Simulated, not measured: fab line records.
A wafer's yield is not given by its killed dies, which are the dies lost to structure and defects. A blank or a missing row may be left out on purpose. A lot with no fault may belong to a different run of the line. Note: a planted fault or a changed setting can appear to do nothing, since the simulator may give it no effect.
Which tool was responsible?	flow nand harc	23 lots with 69 wafers sampled at 6 steps, on a route of 1159 steps

## WHAT EACH GAUGE READ, for each wafer
Not one reading of a measure or inspect step in the record can be checked against a usual standard deviation.

## WHICH TOOL RAN EACH LOT (tool, then ch and the chambers of the sampled wafers, then the start)
lot	NHARC_A_STAIRCASE_DESCUM_168	NHARC_A_STAIRCASE_ETCH_23	NHARC_A_STAIRCASE_TRIM_202	NHARC_A_STAIRCASE_ETCH_234	NHARC_A_STAIRCASE_TRIM_235	NHARC_A_STAIRCASE_ETCH_253
L074	rie diel-04 ch 0,1,3, day 10 13:56	rie diel-03 ch 2,3, day 11 04:57 or earlier	rie diel-13 ch 0,3, day 11 04:57 or earlier	rie diel-03 ch 1,2,3, day 11 04:57 or earlier	rie diel-03 ch 1,2, day 11 04:57 or earlier	rie diel-03 ch 1,2,3, day 11 04:57
L075	rie diel-04 ch 0,1,2, day 11 02:27	rie diel-03 ch 0,1, day 11 17:27 or earlier	rie diel-04 ch 1,2,3, day 11 17:27 or earlier	rie diel-04 ch 0,1,2, day 11 17:27 or earlier	rie diel-04 ch 0,1, day 11 17:27 or earlier	rie diel-04 ch 2,3, day 11 17:27
L076	rie diel-03 ch 1,2,3, day 11 06:35	rie diel-04 ch 0,1,2, day 11 20:13 or earlier	rie diel-04 ch 0,1,3, day 11 20:13 or earlier	rie diel-04 ch 0,1,3, day 11 20:13 or earlier	rie diel-04 ch 1,2,3, day 11 20:13 or earlier	rie diel-03 ch 1,2,3, day 11 20:13
L078	rie diel-13 ch 0,1,3, day 11 13:43	rie diel-13 ch 0,1,3, day 12 02:58 or earlier	rie diel-04 ch 1,2,3, day 12 02:58 or earlier	rie diel-04 ch 0,1,2, day 12 02:58 or earlier	rie diel-04 ch 0,2,3, day 12 02:58 or earlier	rie diel-04 ch 0,2,3, day 12 02:58
L079	rie diel-04 ch 0,1, day 11 21:52	rie diel-13 ch 0,2, day 12 11:49 or earlier	rie diel-04 ch 0,1,2, day 12 11:49 or earlier	rie diel-04 ch 0,2,3, day 12 11:49 or earlier	rie diel-04 ch 2,3, day 12 11:49 or earlier	rie diel-03 ch 2,3, day 12 11:49
L081	rie diel-13 ch 2,3, day 12 05:08	rie diel-04 ch 0,3, day 12 22:08 or earlier	rie diel-04 ch 0,3, day 12 22:08 or earlier	rie diel-04 ch 2,3, day 12 22:08 or earlier	rie diel-04 ch 1,2,3, day 12 22:08 or earlier	rie diel-03 ch 0,1,3, day 12 22:08
L080	rie diel-03 ch 0,1,2, day 12 16:42	rie diel-04 ch 2,3, day 13 10:43 or earlier	rie diel-13 ch 0,2,3, day 13 10:43 or earlier	rie diel-03 ch 0,2,3, day 13 10:43 or earlier	rie diel-03 ch 0,3, day 13 10:43 or earlier	rie diel-13 ch 1,2, day 13 10:43
L084	rie diel-04 ch 1,3, day 12 22:32	rie diel-03 ch 0,3, day 13 16:51 or earlier	rie diel-13 ch 1,2,3, day 13 16:51 or earlier	rie diel-03 ch 1,2,3, day 13 16:51 or earlier	rie diel-03 ch 0,2,3, day 13 16:51 or earlier	rie diel-04 ch 1,2, day 13 16:51
L082	rie diel-03 ch 0,2,3, day 12 22:49	rie diel-03 ch 0,1,3, day 13 17:02 or earlier	rie diel-03 ch 1,2,3, day 13 17:02 or earlier	rie diel-03 ch 1,2,3, day 13 17:02 or earlier	rie diel-03 ch 0,1,2, day 13 17:02 or earlier	rie diel-13 ch 1,2,3, day 13 17:02
L083	rie diel-13 ch 0,1,3, day 13 02:30	rie diel-13 ch 0,1,3, day 13 17:52 or earlier	rie diel-13 ch 0,1,3, day 13 17:52 or earlier	rie diel-04 ch 2,3, day 13 17:52 or earlier	rie diel-04 ch 2,3, day 13 17:52 or earlier	rie diel-04 ch 2,3, day 13 17:52
L085	rie diel-04 ch 1,2, day 13 12:12	rie diel-03 ch 1,2,3, day 14 02:08 or earlier	rie diel-13 ch 0,1,3, day 14 02:08 or earlier	rie diel-13 ch 1,2,3, day 14 02:08 or earlier	rie diel-13 ch 1,2, day 14 02:08 or earlier	rie diel-04 ch 0,2,3, day 14 02:08
L086	rie diel-13 ch 0,1,2, day 14 17:04	rie diel-03 ch 0,1,3, day 15 07:43 or earlier	rie diel-13 ch 0,2, day 15 07:43 or earlier	rie diel-04 ch 0,2,3, day 15 07:43 or earlier	rie diel-04 ch 0,2,3, day 15 07:43 or earlier	rie diel-13 ch 0,2, day 15 07:43
L087	rie diel-04 ch 1,2,3, day 14 17:15	rie diel-13 ch 0,1,2, day 15 08:15 or earlier	rie diel-03 ch 0,1,3, day 15 08:15 or earlier	rie diel-04 ch 1,2,3, day 15 08:15 or earlier	rie diel-04 ch 1,2,3, day 15 08:15 or earlier	rie diel-13 ch 0,2, day 15 08:15
L088	rie diel-03 ch 0,1,3, day 14 17:26	rie diel-03 ch 0,2,3, day 15 07:59 or earlier	rie diel-04 ch 0,1,2, day 15 07:59 or earlier	rie diel-04 ch 0,2,3, day 15 07:59 or earlier	rie diel-04 ch 0,1,3, day 15 07:59 or earlier	rie diel-04 ch 1,2,3, day 15 07:59
L089	rie diel-04 ch 0,1,2, day 14 21:05	rie diel-13 ch 2,3, day 15 11:06 or earlier	rie diel-03 ch 1,2,3, day 15 11:06 or earlier	rie diel-03 ch 0,1,3, day 15 11:06 or earlier	rie diel-03 ch 0,3, day 15 11:06 or earlier	rie diel-13 ch 1,2, day 15 11:06
L091	rie diel-04 ch 1,2,3, day 14 21:22	rie diel-03 ch 0,2, day 15 11:49 or earlier	rie diel-03 ch 0,2,3, day 15 11:49 or earlier	rie diel-13 ch 0,2, day 15 11:49 or earlier	rie diel-13 ch 2,3, day 15 11:49 or earlier	rie diel-13 ch 0,1,2, day 15 11:49
L090	rie diel-03 ch 0,2,3, day 14 21:23	rie diel-03 ch 0,1,3, day 15 12:46 or earlier	rie diel-03 ch 0,2,3, day 15 12:46 or earlier	rie diel-03 ch 0,1,2, day 15 12:46 or earlier	rie diel-03 ch 0,2,3, day 15 12:46 or earlier	rie diel-04 ch 1,2,3, day 15 12:46
L092	rie diel-04 ch 0,1,2, day 15 00:37	rie diel-13 ch 2,3, day 15 15:00 or earlier	rie diel-04 ch 0,2, day 15 15:00 or earlier	rie diel-04 ch 1,2,3, day 15 15:00 or earlier	rie diel-04 ch 0,1, day 15 15:00 or earlier	rie diel-03 ch 0,1,2, day 15 15:00
L093	rie diel-03 ch 0,1, day 15 23:39	rie diel-04 ch 2,3, day 16 19:16 or earlier	rie diel-03 ch 1,3, day 16 19:16 or earlier	rie diel-13 ch 0,1,2, day 16 19:16 or earlier	rie diel-13 ch 0,2,3, day 16 19:16 or earlier	rie diel-03 ch 0,3, day 16 19:16
L094	rie diel-04 ch 1,2,3, day 15 23:52	rie diel-03 ch 0,1,2, day 16 18:26 or earlier	rie diel-04 ch 0,2,3, day 16 18:26 or earlier	rie diel-04 ch 1,2, day 16 18:26 or earlier	rie diel-04 ch 0,1, day 16 18:26 or earlier	rie diel-13 ch 0,1,3, day 16 18:26
L095	rie diel-04 ch 0,1,3, day 16 05:59	rie diel-03 ch 1,2, day 16 22:12 or earlier	rie diel-03 ch 0,2,3, day 16 22:12 or earlier	rie diel-04 ch 0,3, day 16 22:12 or earlier	rie diel-04 ch 1,2,3, day 16 22:12 or earlier	rie diel-13 ch 1,2, day 16 22:12
L096	rie diel-04 ch 0,1,3, day 16 06:10	rie diel-13 ch 2,3, day 16 21:34 or earlier	rie diel-04 ch 0,3, day 16 21:34 or earlier	rie diel-04 ch 1,2, day 16 21:34 or earlier	rie diel-04 ch 0,1, day 16 21:34 or earlier	rie diel-04 ch 0,2,3, day 16 21:34
L097	rie diel-13 ch 0,1, day 16 20:01	rie diel-13 ch 0,1,3, day 17 09:43 or earlier	rie diel-04 ch 0,1, day 17 09:43 or earlier	rie diel-04 ch 0,2,3, day 17 09:43 or earlier	rie diel-04 ch 0,1,2, day 17 09:43 or earlier	rie diel-04 ch 0,1, day 17 09:43
- NHARC_A_STAIRCASE_DESCUM_168: chemistry O2, time 3 s.
- NHARC_A_STAIRCASE_ETCH_23: etches the open film in C4F8/O2, target depth 100 nm, time 40.5 s.
- NHARC_A_STAIRCASE_TRIM_202: chemistry O2, time 211.2 s.
- NHARC_A_STAIRCASE_ETCH_234: etches the open film in C4F8/O2, target depth 100 nm, time 40.5 s.
- NHARC_A_STAIRCASE_TRIM_235: chemistry O2, time 211.2 s.
- NHARC_A_STAIRCASE_ETCH_253: etches the open film in C4F8/O2, target depth 50 nm, time 20.2 s.

## AS READ BY THE TOOLS THEMSELVES (means over the sampled wafers that have a number; for cases with no such wafer, the mark the record gives instead)
NHARC_A_STAIRCASE_DESCUM_168. Usual: drypump motor current A 5.7 A, standard deviation 0.61; oes product au 0.996 a.u., standard deviation 0.011; rf vpp V 57.7 V, standard deviation 0.96; showerhead plenum p Torr 1.89 Torr, standard deviation 0.076; throttle valve pct 11.311 %, standard deviation 0.0091.
lot	tool	drypump motor current A (A)	oes product au (a.u.)	rf vpp V (V)	showerhead plenum p Torr (Torr)	throttle valve pct (%)	flag
L074	rie diel-04	5.7	1.010	56.7	1.89	11.311	
L075	rie diel-04	5.7	1.003	58.7	1.94	11.318	
L076	rie diel-03	6.2	0.991	57.5	1.88	11.310	
L078	rie diel-13	5.9	0.990	57.0	1.84	11.312	
L079	rie diel-04	6.0	0.999	58.4	1.94	11.310	
L081	rie diel-13	5.5	0.998	56.7	1.97	11.308	
L080	rie diel-03	6.1	0.991	57.1	1.83	11.307	
L084	rie diel-04	5.0	0.998	56.8	1.87	11.315	
L082	rie diel-03	6.1	1.003	58.4	1.87	11.317	
L083	rie diel-13	5.9	1.013	57.8	1.83	11.323	
L085	rie diel-04	5.0	0.993	58.9	1.92	11.308	
L086	rie diel-13	5.6	0.974	58.6	1.92	11.312	
L087	rie diel-04	5.3	0.995	58.3	1.88	11.314	
L088	rie diel-03	6.2	0.997	58.1	1.89	11.307	
L089	rie diel-04	5.7	0.999	58.1	1.93	11.308	
L091	rie diel-04	5.3	0.995	58.7	1.88	11.316	
L090	rie diel-03	6.1	0.995	57.4	1.87	11.310	
L092	rie diel-04	5.7	0.996	57.5	1.93	11.309	
L093	rie diel-03	6.2	0.993	57.1	1.84	11.311	
L094	rie diel-04	5.3	0.996	57.5	1.88	11.305	
L095	rie diel-04	5.7	0.989	57.5	1.88	11.312	
L096	rie diel-04	5.7	0.992	57.9	1.88	11.311	
L097	rie diel-13	5.8	0.993	57.3	1.84	11.307	

NHARC_A_STAIRCASE_ETCH_23. Usual: oes product au 0.940 a.u., standard deviation 0.013; rf fwd power W 594 W, standard deviation 3.1; rf vpp V 894 V, standard deviation 5.6.
lot	tool	oes product au (a.u.)	rf fwd power W (W)	rf vpp V (V)	flag
L074	rie diel-03	0.944	597	897	
L075	rie diel-03	0.948	593	892	
L076	rie diel-04	0.933	594	897	
L078	rie diel-13	0.928	592	892	
L079	rie diel-13	0.946	595	900	
L081	rie diel-04	0.936	596	896	
L080	rie diel-04	0.947	591	892	
L084	rie diel-03	0.936	594	895	
L082	rie diel-03	0.938	594	894	
L083	rie diel-13	0.950	590	891	
L085	rie diel-03	0.952	597	894	
L086	rie diel-03	0.944	595	895	
L087	rie diel-13	0.931	594	896	
L088	rie diel-03	0.942	595	893	
L089	rie diel-13	0.946	589	893	
L091	rie diel-03	0.934	593	889	
L090	rie diel-03	0.929	596	894	
L092	rie diel-13	0.928	593	900	
L093	rie diel-04	0.937	592	891	
L094	rie diel-03	0.937	593	889	
L095	rie diel-03	0.937	593	888	
L096	rie diel-13	0.937	594	898	
L097	rie diel-13	0.963	589	890	

NHARC_A_STAIRCASE_TRIM_202. Usual: drypump motor current A 5.8 A, standard deviation 0.55; oes product au 0.999 a.u., standard deviation 0.012; rf vpp V 57.7 V, standard deviation 0.9; showerhead plenum p Torr 3.48 Torr, standard deviation 0.14; throttle valve pct 17.037 %, standard deviation 0.009.
lot	tool	drypump motor current A (A)	oes product au (a.u.)	rf vpp V (V)	showerhead plenum p Torr (Torr)	throttle valve pct (%)	flag
L074	rie diel-13	6.0	1.000	57.5	3.37	17.042	
L075	rie diel-04	5.3	1.001	57.9	3.49	17.035	
L076	rie diel-04	5.6	1.001	58.1	3.49	17.035	
L078	rie diel-04	5.3	1.005	57.6	3.49	17.035	
L079	rie diel-04	5.6	0.997	57.9	3.57	17.027	
L081	rie diel-04	6.0	1.002	58.1	3.42	17.038	
L080	rie diel-13	5.7	0.997	57.9	3.53	17.040	
L084	rie diel-13	5.7	1.002	57.4	3.48	17.032	
L082	rie diel-03	6.2	0.996	57.8	3.46	17.037	
L083	rie diel-13	5.9	1.014	58.2	3.39	17.042	
L085	rie diel-13	6.0	1.016	57.0	3.39	17.043	
L086	rie diel-13	5.7	0.985	58.2	3.59	17.038	
L087	rie diel-03	6.2	0.987	57.7	3.49	17.037	
L088	rie diel-04	5.7	1.005	58.0	3.56	17.038	
L089	rie diel-03	6.2	0.991	57.9	3.45	17.032	
L091	rie diel-03	6.1	0.995	58.1	3.45	17.034	
L090	rie diel-03	6.1	0.997	56.8	3.45	17.029	
L092	rie diel-04	6.3	0.989	58.1	3.58	17.035	
L093	rie diel-03	6.3	1.005	57.9	3.49	17.034	
L094	rie diel-04	6.0	0.998	57.6	3.49	17.039	
L095	rie diel-03	6.1	0.988	58.3	3.44	17.039	
L096	rie diel-04	6.0	1.004	57.9	3.40	17.040	
L097	rie diel-04	5.4	1.006	56.8	3.53	17.039	

NHARC_A_STAIRCASE_ETCH_234. Usual: oes product au 0.942 a.u., standard deviation 0.012; rf fwd power W 593.8 W, standard deviation 3; rf vpp V 894 V, standard deviation 4.9.
lot	tool	oes product au (a.u.)	rf fwd power W (W)	rf vpp V (V)	flag
L074	rie diel-03	0.946	594.9	893	
L075	rie diel-04	0.951	594.4	898	
L076	rie diel-04	0.949	593.9	894	
L078	rie diel-04	0.946	592.1	897	
L079	rie diel-04	0.941	594.2	894	
L081	rie diel-04	0.941	594.9	892	
L080	rie diel-03	0.942	596.2	893	
L084	rie diel-03	0.937	594.6	893	
L082	rie diel-03	0.939	595.1	894	
L083	rie diel-04	0.937	592.2	892	
L085	rie diel-13	0.945	591.3	895	
L086	rie diel-04	0.934	594.6	894	
L087	rie diel-04	0.930	591.7	894	
L088	rie diel-04	0.932	593.8	894	
L089	rie diel-03	0.942	595.7	895	
L091	rie diel-13	0.928	595.4	901	
L090	rie diel-03	0.944	595.5	890	
L092	rie diel-04	0.939	592.5	894	
L093	rie diel-13	0.941	594.8	897	
L094	rie diel-04	0.942	592.2	896	
L095	rie diel-04	0.945	596.2	894	
L096	rie diel-04	0.939	593.4	896	
L097	rie diel-04	0.944	595.1	894	

NHARC_A_STAIRCASE_TRIM_235. Usual: drypump motor current A 5.8 A, standard deviation 0.63; oes product au 0.998 a.u., standard deviation 0.01; rf vpp V 57.7 V, standard deviation 0.95; showerhead plenum p Torr 3.49 Torr, standard deviation 0.13; throttle valve pct 17.035 %, standard deviation 0.0098.
lot	tool	drypump motor current A (A)	oes product au (a.u.)	rf vpp V (V)	showerhead plenum p Torr (Torr)	throttle valve pct (%)	flag
L074	rie diel-03	6.1	0.993	56.9	3.35	17.030	
L075	rie diel-04	6.0	0.994	57.5	3.57	17.035	
L076	rie diel-04	5.3	1.003	57.4	3.49	17.041	
L078	rie diel-04	6.0	1.004	57.2	3.50	17.046	
L079	rie diel-04	5.6	1.005	57.3	3.42	17.039	
L081	rie diel-04	5.3	0.999	57.5	3.48	17.032	
L080	rie diel-03	6.2	1.000	57.6	3.58	17.043	
L084	rie diel-03	6.1	0.994	57.9	3.46	17.027	
L082	rie diel-03	6.1	1.003	57.0	3.38	17.036	
L083	rie diel-04	5.6	1.000	57.3	3.41	17.039	
L085	rie diel-13	5.6	0.997	58.4	3.50	17.041	
L086	rie diel-04	6.0	0.996	57.8	3.49	17.023	
L087	rie diel-04	5.3	1.000	57.4	3.47	17.043	
L088	rie diel-04	5.7	1.001	57.6	3.47	17.036	
L089	rie diel-03	6.2	0.996	56.8	3.57	17.049	
L091	rie diel-13	5.8	1.019	57.6	3.45	17.021	
L090	rie diel-03	6.1	0.998	57.4	3.45	17.038	
L092	rie diel-04	5.4	0.989	57.9	3.54	17.029	
L093	rie diel-13	5.7	0.993	57.9	3.51	17.032	
L094	rie diel-04	6.0	1.004	57.5	3.55	17.033	
L095	rie diel-04	5.3	0.999	57.3	3.46	17.041	
L096	rie diel-04	6.0	0.999	58.5	3.55	17.029	
L097	rie diel-04	5.7	1.001	58.1	3.55	17.039	

NHARC_A_STAIRCASE_ETCH_253. Usual: oes product au 0.951 a.u., standard deviation 0.021; rf fwd power W 590 W, standard deviation 3.4; rf vpp V 894 V, standard deviation 5.2.
lot	tool	oes product au (a.u.)	rf fwd power W (W)	rf vpp V (V)	flag
L074	rie diel-03	0.959	593	893	
L075	rie diel-04	0.964	590	893	
L076	rie diel-03	0.923	593	893	
L078	rie diel-04	0.971	592	896	
L079	rie diel-03	0.946	593	896	
L081	rie diel-03	0.927	593	894	
L080	rie diel-13	0.950	591	899	
L084	rie diel-04	0.949	588	896	
L082	rie diel-13	0.982	589	894	
L083	rie diel-04	0.941	589	895	
L085	rie diel-04	0.944	591	894	
L086	rie diel-13	0.940	593	899	
L087	rie diel-13	0.905	592	898	
L088	rie diel-04	0.967	588	894	
L089	rie diel-13	0.926	591	895	
L091	rie diel-13	0.941	591	897	
L090	rie diel-04	0.917	589	894	
L092	rie diel-03	0.924	589	889	
L093	rie diel-03	0.954	591	895	
L094	rie diel-13	0.979	589	890	
L095	rie diel-13	0.973	592	895	
L096	rie diel-04	0.957	593	894	
L097	rie diel-04	0.947	590	896	

## THE ANSWER, worked out from the rows above alone
Rule: take the mean of a lot's wafers that have a number; if it is more than 3 standard deviations from the usual mean, the lot is off. A lot without any number at a reading at which 4 lots or more have one is off too. Any other lot the step has rows for is counted as sound. Order of review: gauges by route order, followed by the tools' own readings, for which a lot's mean as printed above is used. The first step at which some lot is off is used, and at that step the reading that is off furthest; a lot without a number counts as furthest.
Nothing can be told from this: no lot is off at any reading shown.

## WHAT THE SIMULATOR HAD INSERTED
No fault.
